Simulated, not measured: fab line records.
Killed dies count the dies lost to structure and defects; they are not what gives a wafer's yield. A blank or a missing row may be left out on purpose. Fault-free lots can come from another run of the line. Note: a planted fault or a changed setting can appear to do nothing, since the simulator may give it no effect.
Check of tool commonality    flow nand_harc    Sample size 12 lots and 36 wafers

WHAT PROMPTED THE OPENING
At NHARC_A_CHANNEL_HOLE_D2_INSPECT_40 the reading raw_defect_count is flagged on 2 of 12 lots. Fault-free wafers read 298, with a standard deviation of 77.
Rule: a lot is flagged in two cases, either no wafer of it has a number, or all its wafers with numbers fall more than 4 standard deviations from that mean. The rest of the lots are taken to be sound.

lot   measured      on                 raw_defect_count, wafer by wafer  flag
L537  day 13 06:39  defect_inspect-01  236 301 324                       
L538  day 14 03:49  defect_inspect-02  308 309 251                       
L539  day 14 07:59  defect_inspect-02  392 299 253                       
L541  day 15 03:49  defect_inspect-01  934 945 896                       FLAGGED
L542  day 15 07:59  defect_inspect-01  865 1009 1010                     FLAGGED
L549  day 18 05:32  defect_inspect-02  268 549 297                       
L554  day 20 04:35  defect_inspect-01  269 317 199                       
L553  day 20 06:50  defect_inspect-01  211 308 258                       
L556  day 21 05:55  defect_inspect-01  349 244 241                       
L555  day 21 06:13  defect_inspect-02  309 331 413                       
L558  day 21 19:28  defect_inspect-02  245 269 276                       
L557  day 22 18:39  defect_inspect-01  242 272 256                       
The mean of the flagged lots' numbers is 943, +645 from the usual (+8 standard deviations).

WHICH TOOL RAN EACH LOT
Before the reading, the record contains 2 process steps out of a 1302-step route. Read each cell as the tool, then ch plus the chambers that the sampled wafers visited, then the start.
lot   flag     NHARC_A_CHANNEL_HOLE_D2_ETCH_19   NHARC_A_CHANNEL_HOLE_D2_ETCH_25
L537           har_etch-02 ch 0, day 13 00:58    har_etch-02 ch 0, day 13 03:52
L538           har_etch-01 ch 0,1, day 13 22:06  har_etch-01 ch 0,1, day 14 00:59
L539           har_etch-01 ch 0,1, day 14 02:20  har_etch-01 ch 0,1, day 14 05:37
L541  FLAGGED  har_etch-01 ch 0,1, day 14 22:06  har_etch-01 ch 0,1, day 15 00:59
L542  FLAGGED  har_etch-01 ch 0,1, day 15 02:16  har_etch-01 ch 0,1, day 15 05:09
L549           har_etch-01 ch 0,1, day 17 23:51  har_etch-01 ch 0,1, day 18 02:44
L554           har_etch-01 ch 0,1, day 19 22:52  har_etch-01 ch 0,1, day 20 01:46
L553           har_etch-02 ch 0,1, day 20 01:00  har_etch-02 ch 0,1, day 20 04:02
L556           har_etch-02 ch 0,1, day 21 00:13  har_etch-02 ch 0,1, day 21 03:14
L555           har_etch-01 ch 0,1, day 21 00:31  har_etch-01 ch 0,1, day 21 03:41
L558           har_etch-01 ch 0,1, day 21 13:46  har_etch-01 ch 0,1, day 21 16:39
L557           har_etch-01 ch 0,1, day 22 12:58  har_etch-01 ch 0,1, day 22 15:51
What the steps here do:
- NHARC_A_CHANNEL_HOLE_D2_ETCH_19: etches the open film in C4F8/O2/Ar, time 34.5 s.
- NHARC_A_CHANNEL_HOLE_D2_ETCH_25: etches the open film in C4F8/O2/Ar, time 1040.2 s, target depth 1500 nm.
- NHARC_A_CHANNEL_HOLE_D2_INSPECT_40

FLAGGED OVER TOTAL, TOOL BY TOOL (the gauges that took the reading come last)
step                                tool               lots run  flagged  share of the flagged lots  sound lots run after its first flagged lot
NHARC_A_CHANNEL_HOLE_D2_ETCH_19     har_etch-01        9         2        all                        5 (L549,L554,L555,L558,L557)
NHARC_A_CHANNEL_HOLE_D2_ETCH_19     har_etch-02        3         0        none                       -
NHARC_A_CHANNEL_HOLE_D2_ETCH_25     har_etch-01        9         2        all                        5 (L549,L554,L555,L558,L557)
NHARC_A_CHANNEL_HOLE_D2_ETCH_25     har_etch-02        3         0        none                       -
NHARC_A_CHANNEL_HOLE_D2_INSPECT_40  defect_inspect-01  7         2        all                        4 (L554,L553,L556,L557)
NHARC_A_CHANNEL_HOLE_D2_INSPECT_40  defect_inspect-02  5         0        none                       -

WHAT THE TABLE ALLOWS
In the table, 3 rows ran each flagged lot (har_etch-01 at NHARC_A_CHANNEL_HOLE_D2_ETCH_19; har_etch-01 at NHARC_A_CHANNEL_HOLE_D2_ETCH_25; defect_inspect-01 at NHARC_A_CHANNEL_HOLE_D2_INSPECT_40).
- har_etch-01 at NHARC_A_CHANNEL_HOLE_D2_ETCH_19: 2 of its 9 lots flagged. Lots that were sound ran on it after the first flagged one (L549, L554, L555, L558, L557); a persistent fault on the entire tool would not allow that.
- har_etch-01 at NHARC_A_CHANNEL_HOLE_D2_ETCH_25: 2 of its 9 lots flagged. Lots that were sound ran on it after the first flagged one (L549, L554, L555, L558, L557); a persistent fault on the entire tool would not allow that.
- defect_inspect-01 at NHARC_A_CHANNEL_HOLE_D2_INSPECT_40: 2 of its 7 lots flagged. Lots that were sound ran on it after the first flagged one (L554, L553, L556, L557); a persistent fault on the entire tool would not allow that.
There is no row in the table that ran each flagged lot and no sound lot after the first.

WHAT THE SIMULATOR HAD INSERTED
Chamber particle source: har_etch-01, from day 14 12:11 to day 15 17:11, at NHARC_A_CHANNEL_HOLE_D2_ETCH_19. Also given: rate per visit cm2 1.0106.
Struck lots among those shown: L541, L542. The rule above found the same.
